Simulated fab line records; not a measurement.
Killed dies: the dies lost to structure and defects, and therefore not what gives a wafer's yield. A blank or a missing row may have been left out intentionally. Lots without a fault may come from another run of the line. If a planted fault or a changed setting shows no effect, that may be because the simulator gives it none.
fab line records | flow nand-harc
record: lots: 6 | wafers: 18 | last-day: 24
route steps=1159 shown P_GATE@176
lots that met no fault: taken from a fault-free run of the same line
start-h: hours from the record's opening day to when the first of the lot's shown wafers began | wait-h: how many hours have passed since the lot's step before this one | " unchanged from the row above | L1.1+2: several wafers, shown together as one row | - no value, or no start given | * or withheld: withheld | < > ~ a bound
route shown NAME@n: a module of which the file shows steps, and the number in the route of the first | usual: mean and standard deviation over wafers with no fault | same: alike in all rows | chamber/n: place in a boat | sites: readings site by site | _std_site: standard deviation of those values | _edge_site: inner sites' mean taken away from outer sites' mean | radius-mm: for every site, how far away it sits from the centre of the wafer | mask NAME#n: copy n | behind: the last tool/chamber to shape the wafer | hold: why the lot was held/for how many hours/how that ended | device: the n, p or np transistor that did not switch | end of line: the tests these same wafers got at the end of their route | a step with no rows: only its recipe | killed: the dies lost at the first sort to structure and to defects; this is not the yield of the wafer | map: a wafer's dies, x killed, . not, _ none there
set.NAME: the setting the step ran with; set.NAME@STEP: the setting that earlier step ran with | model.NAME: the simulator's own value behind a step, which no gauge read
certain route steps with their lots: each step a table, each wafer a row
services: from which hour (start-h, from the record's first day; less than 0 if before it) a tool's chamber was out of use, for how many hours, and why
== steps ==
step: NHARC_P_GATE_STRIP_50
recipe: time-s: 900 | temp-c: 130 | chemistry: SPM
step: NHARC_P_GATE_DEHYDRATE_51
recipe: temp-c: 150 | time-s: 120
step: NHARC_P_GATE_HMDS_52
recipe: time-s: 30
step: NHARC_P_GATE_COAT_53
recipe: spin-rpm: 3000
step: NHARC_P_GATE_SOFTBAKE_54
recipe: temp-c: 122 | time-s: 95
step: NHARC_P_GATE_EBR_55
step: NHARC_P_GATE_EXPOSE_56
recipe: na: 0.6 | target-cd-nm: 720 | dose-mj: 14.81 | mask-id: P_PSD
step: NHARC_P_GATE_PEB_57
recipe: peb-temp-c: 118 | peb-time-s: 85
step: NHARC_P_GATE_DEVELOP_58
recipe: time-s: 70
step: NHARC_P_GATE_CD_MEAS_59
recipe: target-cd-nm: 720 | landing-energy-ev: 500
usual: cd-nm: 719.3/1.3
lot.wafer | tool      | chamber | start-h | wait-h | cd-nm
L855.1    | cd-sem-03 | 0       | 126.59  | -      | 720.3
L855.4    | "         | 0       | "       | "      | 719.4
L855.5    | "         | 0       | "       | "      | 720.3
L853.1    | cd-sem-03 | 0       | 130.84  | -      | 718.8
L853.5    | "         | 0       | "       | "      | 718.4
L853.6    | "         | 0       | "       | "      | 718.5
L863.1    | cd-sem-01 | 0       | 184.49  | -      | 716.7
L863.3    | "         | 0       | "       | "      | 720.3
L863.6    | "         | 0       | "       | "      | 718.4
L861.3    | cd-sem-03 | 0       | 185.59  | -      | 719.4
L861.5    | "         | 0       | "       | "      | 717.8
L861.6    | "         | 0       | "       | "      | 718.3
L867.1    | cd-sem-01 | 0       | 209.45  | -      | 721.1
L867.4    | "         | 0       | "       | "      | 719.4
L867.5    | "         | 0       | "       | "      | 720.9
L871.1    | cd-sem-01 | 0       | 235.02  | -      | 719.5
L871.3    | "         | 0       | "       | "      | 717.1
L871.4    | "         | 0       | "       | "      | 718.4
step: NHARC_P_GATE_HARDBAKE_60
recipe: temp-c: 125 | time-s: 80
step: NHARC_P_GATE_DESCUM_61
recipe: time-s: 3 | o2-flow-sccm: 200 | ar-flow-sccm: 0 | bias-power-w: 0 | chemistry: O2
usual: drypump-motor-current-A: 5.79/0.28 | oes-product-au: 1.000/0.0084 | rf-vpp-V: 57.8/0.96 | showerhead-plenum-p-Torr: 1.93/0.096 | throttle-valve-pct: 11.310/0.01
lot.wafer | tool        | chamber | start-h | wait-h | drypump-motor-current-A | oes-product-au | rf-hours-counter-h | rf-vpp-V | showerhead-plenum-p-Torr | throttle-valve-pct
L855.4    | rie-diel-07 | 1       | 126.76  | -      | 5.56                    | 1.004          | 20                 | 56.8     | 1.81                     | 11.324
L855.1    | "           | 3       | "       | "      | 5.68                    | 1.004          | 23                 | 56.2     | 1.98                     | 11.306
L855.5    | "           | 1       | "       | "      | 5.56                    | 1.000          | -                  | 57.9     | 1.81                     | 11.315
L853.1    | rie-diel-07 | 1       | 131.27  | -      | 5.54                    | 0.991          | 22                 | 57.4     | 1.81                     | 11.302
L853.6    | "           | 1       | "       | "      | 5.59                    | 0.997          | -                  | 56.9     | 1.81                     | 11.317
L853.5    | "           | 2       | "       | "      | 6.02                    | 1.010          | -                  | 56.1     | 1.83                     | 11.313
L863.3    | rie-diel-03 | 1       | 184.69  | -      | 5.76                    | 0.997          | 42                 | 58.3     | 2.06                     | 11.305
L863.1    | "           | 3       | "       | "      | 6.02                    | 1.001          | 58                 | 58.1     | 1.98                     | 11.311
L863.6    | "           | 2       | "       | "      | 5.74                    | 0.998          | -                  | 57.5     | 1.96                     | 11.311
L861.3    | rie-diel-10 | 0       | 185.77  | -      | 5.30                    | 0.998          | 0                  | 59.5     | 2.03                     | 11.306
L861.6    | "           | 2       | "       | "      | 6.04                    | 1.011          | -                  | 58.1     | 1.98                     | 11.318
L861.5    | "           | 3       | "       | "      | 5.89                    | 0.983          | -                  | 57.5     | 2.05                     | 11.315
L867.4    | rie-diel-07 | 0       | 209.61  | -      | 6.25                    | 1.001          | 56                 | 56.7     | 1.77                     | 11.301
L867.1    | "           | 3       | "       | "      | 5.72                    | 1.002          | 56                 | 59.5     | 1.97                     | 11.314
L867.5    | "           | 1       | "       | "      | 5.56                    | 0.992          | -                  | 57.2     | 1.80                     | 11.320
L871.4    | rie-diel-10 | 0       | 235.21  | -      | 5.31                    | 0.990          | 11                 | 59.0     | 2.03                     | 11.299
L871.3    | "           | 1       | "       | "      | 5.62                    | 1.008          | 13                 | 58.0     | 1.91                     | 11.311
L871.1    | "           | 3       | "       | "      | 5.91                    | 0.995          | 13                 | 58.2     | 2.04                     | 11.300
step: NHARC_P_GATE_IMPLANT_62
recipe: energy-kev: 20 | dose-cm2: 3e+15 | tilt-deg: 7
usual: beam-energy-keV: 20.000/0.0066 | beam-on-s: 29.6/1.1
lot.wafer | tool         | chamber | start-h | wait-h | beam-energy-keV | beam-on-s
L855.1    | implanter-02 | 0       | 126.90  | 0.1    | 19.989          | 30.0
L855.4    | "            | 0       | "       | "      | 20.005          | 30.2
L855.5    | "            | 0       | "       | "      | 20.006          | 31.4
L853.1    | implanter-02 | 0       | 131.42  | 0.1    | 19.996          | 31.2
L853.5    | "            | 0       | "       | "      | 19.997          | 31.2
L853.6    | "            | 0       | "       | "      | 19.996          | 30.4
L863.1    | implanter-02 | -       | 184.86  | 0.1    | -               | -
L863.3    | "            | -       | "       | "      | -               | -
L863.6    | "            | -       | "       | "      | -               | -
L861.3    | implanter-02 | -       | 185.95  | 0.2    | -               | -
L861.5    | "            | -       | "       | "      | -               | -
L861.6    | "            | -       | "       | "      | -               | -
L867.1    | implanter-02 | 0       | 209.76  | 0.1    | 20.005          | 31.0
L867.4    | "            | 0       | "       | "      | 19.988          | 30.4
L867.5    | "            | 0       | "       | "      | 19.992          | 30.7
L871.1    | implanter-01 | 0       | 235.36  | 0.1    | 20.004          | 28.6
L871.3    | "            | 0       | "       | "      | 19.998          | 27.2
L871.4    | "            | 0       | "       | "      | 20.003          | 28.5
step: NHARC_P_GATE_STRIP_112
recipe: power-w: 1500 | temp-c: 110 | time-s: 200 | chemistry: N2/H2
usual: drypump-motor-current-A: 6.0/0.32 | heater-power-w: 81/5.4
lot.wafer | tool            | chamber | start-h | wait-h | drypump-motor-current-A | heater-power-w | rf-hours-counter-h
L855.1    | plasma-asher-02 | 0       | 127.17  | 0.2    | 5.9                     | 82             | 40
L855.4    | "               | 0       | "       | "      | 5.9                     | 80             | -
L855.5    | "               | 0       | "       | "      | 5.9                     | 80             | -
L853.1    | plasma-asher-01 | 1       | 131.69  | 0.2    | 5.6                     | 87             | 6
L853.5    | "               | 0       | "       | "      | 6.3                     | 76             | -
L853.6    | "               | 1       | "       | "      | 5.6                     | 86             | -
L863.1    | plasma-asher-01 | 1       | 185.42  | 0.5    | 5.6                     | 87             | 25
L863.3    | "               | 1       | "       | "      | 5.6                     | 86             | -
L863.6    | "               | 0       | "       | "      | 6.3                     | 72             | -
L861.3    | plasma-asher-01 | 1       | 186.68  | 0.7    | 5.6                     | 89             | -
L861.6    | "               | 0       | "       | "      | 6.3                     | 74             | -
L861.5    | "               | 1       | "       | "      | 5.6                     | 88             | -
L867.1    | plasma-asher-02 | 0       | 209.98  | 0.2    | 5.9                     | 82             | 6
L867.4    | "               | 0       | "       | "      | 5.9                     | 81             | -
L867.5    | "               | 0       | "       | "      | 5.9                     | 79             | -
L871.1    | plasma-asher-02 | 0       | 235.58  | 0.2    | 5.9                     | 78             | 13
L871.3    | "               | 0       | "       | "      | 5.9                     | 79             | -
L871.4    | "               | 1       | "       | "      | 6.4                     | 79             | -
== services ==
tool            | chamber | start-h | hours | kind
plasma-asher-01 | -       | 103.16  | 0.8   | repair
plasma-asher-01 | 0       | 108.58  | -     | clean
plasma-asher-01 | 1       | 108.58  | -     | clean
rie-diel-07     | 0       | 109.42  | -     | clean
rie-diel-07     | 1       | 109.42  | -     | clean
rie-diel-07     | 2       | 109.42  | -     | clean
rie-diel-07     | 3       | 109.42  | -     | clean
rie-diel-10     | -       | 126.92  | 0.3   | repair
rie-diel-07     | 0       | 133.92  | -     | clean
rie-diel-07     | 1       | 133.92  | -     | clean
rie-diel-07     | 2       | 133.92  | -     | clean
rie-diel-03     | 1       | 143.12  | 29.9  | repair
rie-diel-03     | 0       | 148.97  | 56.9  | repair
rie-diel-10     | -       | 176.58  | 9.0   | pm
rie-diel-07     | 2       | 177.36  | 4.5   | repair
implanter-01    | -       | 182.74  | 1.4   | repair
plasma-asher-02 | -       | 183.22  | 9.0   | pm
rie-diel-10     | 0       | 188.05  | 8.4   | repair
implanter-02    | -       | 200.13  | 1.4   | repair
implanter-01    | -       | 205.67  | 1.0   | repair
rie-diel-03     | -       | 215.30  | 9.0   | pm
rie-diel-03     | 0       | 224.77  | 8.1   | repair
implanter-02    | -       | 225.58  | 13.8  | repair
rie-diel-07     | -       | 228.37  | 9.0   | pm
== key ==
first-sign: step: NHARC_P_GATE_IMPLANT_62 | reading: tool-record | direction: missing
effect none on later readings
met-at NHARC_P_GATE_IMPLANT_62
struck-wafers L861.3,L861.5,L861.6,L863.1,L863.3,L863.6
later-rows-left-out L861.3,L861.5,L861.6,L863.1,L863.3,L863.6
sort-left-out L861.3,L861.5,L861.6,L863.1,L863.3,L863.6
tester-left-out L861,L863
onset-between 131.42 184.86
fault: kind: skipped-step-whole | tool: implanter-02 | chamber: - | onset-h: 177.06 | steps: NHARC_P_GATE_IMPLANT_62 | scope: struck-lots-only
tester-left-out: of these lots the tester's yield and bins aren't shown, on N5 and GAA mostly nor the transistor test; their killed dies are dies lost to structure and defects alone, not to doping, threshold or leakage, so they don't give the yield
sort-left-out: the simulated sort isn't trusted on such a fault, so these wafers' sort isn't shown, and their yield isn't known
later-rows-left-out: the simulator's readings of these wafers behind a module that went badly wrong aren't trusted and aren't shown, but for the sort
